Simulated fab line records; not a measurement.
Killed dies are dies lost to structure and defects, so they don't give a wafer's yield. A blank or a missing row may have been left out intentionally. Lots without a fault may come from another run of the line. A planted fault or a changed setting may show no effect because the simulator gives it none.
2 desks, one fault || flow nand-harc || only its own numbers are on each desk; what lay behind them is given at the end

FROM THE METROLOGY DESK
Means of the sampled wafers that have a number, per lot and without regard to the tool the lot ran on: this is what the gauges read. The brackets show how far a lot's mean lies from the usual mean; more than 4 standard deviations puts the lot out of limits, marked OUT.
Columns: A = thk-nm at NHARC_A_ONON_D1_THK_MEAS_02, usual 1001 nm; B = cd-nm at NHARC_A_CHANNEL_HOLE_D1_CD_MEAS_10, usual 99.9 nm; C = cd-nm at NHARC_A_CHANNEL_HOLE_D1_CD_MEAS_30, usual 89.7 nm
{"lot": "L364", "first seen here": "day 8 00:18", "A": 996, "B": 99.7, "C": 87.8}
{"lot": "L365", "first seen here": "day 8 16:59", "A": 1002, "B": 99.1, "C": 89.6}
{"lot": "L368", "first seen here": "day 9 19:10", "A": 983, "B": 99.2, "C": 88.2}
{"lot": "L375", "first seen here": "day 12 11:02", "A": 1000, "B": "108.6 (+12) OUT", "C": "101.3 (+6.8) OUT"}
{"lot": "L377", "first seen here": "day 13 21:08", "A": 994, "B": "106.4 (+9.0) OUT", "C": 95.3}
{"lot": "L383", "first seen here": "day 16 02:11", "A": 1015, "B": 99.9, "C": 88.7}
{"lot": "L385", "first seen here": "day 17 00:01", "A": 1000, "B": 98.2, "C": 86.9}
{"lot": "L384", "first seen here": "day 17 00:04", "A": 1005, "B": 99.6, "C": 90.1}
Finding of this desk: L375, L377 out of limits; the first was L375 at day 13 05:08, on cd-nm at NHARC_A_CHANNEL_HOLE_D1_CD_MEAS_10. L364, L365, L368, L383, L385, L384 stayed within limits.

TOOL OWNER'S DESK, litho-track-04
The tool's own readings at NHARC_A_CHANNEL_HOLE_D1_PEB_08 (peb time 65 s): means of the sampled wafers that have a number, for each lot that ran on this tool. The brackets show how far a lot's mean lies from the usual mean; more than 4 standard deviations puts the lot out of limits, marked OUT.
Columns: A = exhaust-pa at NHARC_A_CHANNEL_HOLE_D1_PEB_08, usual 45.0 Pa; B = heater-power-total-W at NHARC_A_CHANNEL_HOLE_D1_PEB_08, usual 156.7 W; C = plate-temp-C at NHARC_A_CHANNEL_HOLE_D1_PEB_08, usual 99.99 C
{"lot": "L364", "first seen here": "day 8 17:13", "A": 46.2, "B": 156.8, "C": 100.02}
{"lot": "L368", "first seen here": "day 10 12:38", "A": 45.3, "B": 157.0, "C": 100.06}
{"lot": "L375", "first seen here": "day 13 05:04", "A": 46.8, "B": "163.1 (+16) OUT", "C": "103.01 (+25) OUT"}
{"lot": "L377", "first seen here": "day 14 13:10", "A": 44.8, "B": "163.1 (+16) OUT", "C": "103.01 (+25) OUT"}
Finding of this desk: L375, L377 out of limits; the first was L375 at day 13 05:04, on heater-power-total-W at NHARC_A_CHANNEL_HOLE_D1_PEB_08. L364, L368 stayed within limits.

BROUGHT TOGETHER
On L375, L377, at day 13 05:04, an alarm was possible from the tool owner's desk.
L375, L377 would have let the metrology desk raise an alarm at day 13 05:08.
Of the lots named, all ran NHARC_A_CHANNEL_HOLE_D1_PEB_08 on litho-track-04.

WHAT WAS PUT IN BY THE SIMULATOR
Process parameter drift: litho-track-04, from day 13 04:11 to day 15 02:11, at NHARC_A_CHANNEL_HOLE_D1_PEB_08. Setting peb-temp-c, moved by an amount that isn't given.
Shown lots that were struck: L375, L377.
Fault start to first reading out of limits, in hours, per desk: tool owner, 1; metrology, 1.
